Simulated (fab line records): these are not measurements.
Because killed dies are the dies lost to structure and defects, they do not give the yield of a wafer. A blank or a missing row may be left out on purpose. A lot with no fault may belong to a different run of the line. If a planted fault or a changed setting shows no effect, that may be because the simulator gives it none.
Which tool was responsible? -- flow n5 finfet -- 10 lots with 30 wafers sampled at 2 steps, on a route of 1938 steps

WHAT THE GAUGES READ, wafer by wafer
N5_BEOL_M1_CD_MEAS_35: target cd 18 nm, target cd y 21 nm.
lot,measured,on,cd nm (nm)
L996,day 9 04:59,cd sem-01,17.8 17.7 17.1
L100,day 9 09:01,cd sem-01,18.8 18.5 19.1
L997,day 9 09:08,cd sem-02,18.2 18.1 17.5
L102,day 9 12:24,cd sem-01,18.5 18.2 18.1
L999,day 9 14:02,cd sem-03,17.3 17.4 17.1
L103,day 10 09:29,cd sem-03,17.8 18.1 17.3
L104,day 10 12:48,cd sem-01,17.1 17.3 17.6
L106,day 10 20:09,cd sem-01,17.8 17.9 17.8
L108,day 11 10:44,cd sem-01,18.1 17.8 17.9
L113,day 12 07:15,cd sem-01,18.3 18.2 18.6

WHICH TOOL RAN EACH LOT (tool, then ch and the chambers of the sampled wafers, then the start)
lot,N5_BEOL_M1_STRIP_36
L996,"rie diel-06 ch 1,2,3, day 9 04:38"
L100,"rie diel-05 ch 1,3, day 9 08:39"
L997,"rie diel-06 ch 0,1,2, day 9 08:41"
L102,"rie diel-05 ch 1,2,3, day 9 12:02"
L999,"rie diel-02 ch 1,2,3, day 9 13:41"
L103,"rie diel-02 ch 1,2,3, day 10 09:02"
L104,"rie diel-05 ch 0,2,3, day 10 12:27"
L106,"rie diel-02 ch 0,3, day 10 19:47"
L108,"rie diel-02 ch 1,3, day 11 10:23"
L113,"rie diel-05 ch 0,1, day 12 06:54"
- N5_BEOL_M1_STRIP_36: strips in N2/H2.

THE ANSWER, worked out from the rows above alone
Rule: usual is defined by the lots themselves. Put in order of their means at a reading, lots are off if they are a third of the lots or fewer, leave a main group of 4 or more, and stand apart from it by a gap of 3 or more times the standard deviation of the main group's means; of several such gaps the widest counts. If all means in a main group match to the digits the tables above print for the reading, that group is not used. A lot without any number at a reading at which 4 lots or more have one is off too. Where the step has rows for the other lots, those lots are counted as sound.
No lot is off at any reading shown: from this, nothing can be told.

WHAT THE SIMULATOR PUT IN
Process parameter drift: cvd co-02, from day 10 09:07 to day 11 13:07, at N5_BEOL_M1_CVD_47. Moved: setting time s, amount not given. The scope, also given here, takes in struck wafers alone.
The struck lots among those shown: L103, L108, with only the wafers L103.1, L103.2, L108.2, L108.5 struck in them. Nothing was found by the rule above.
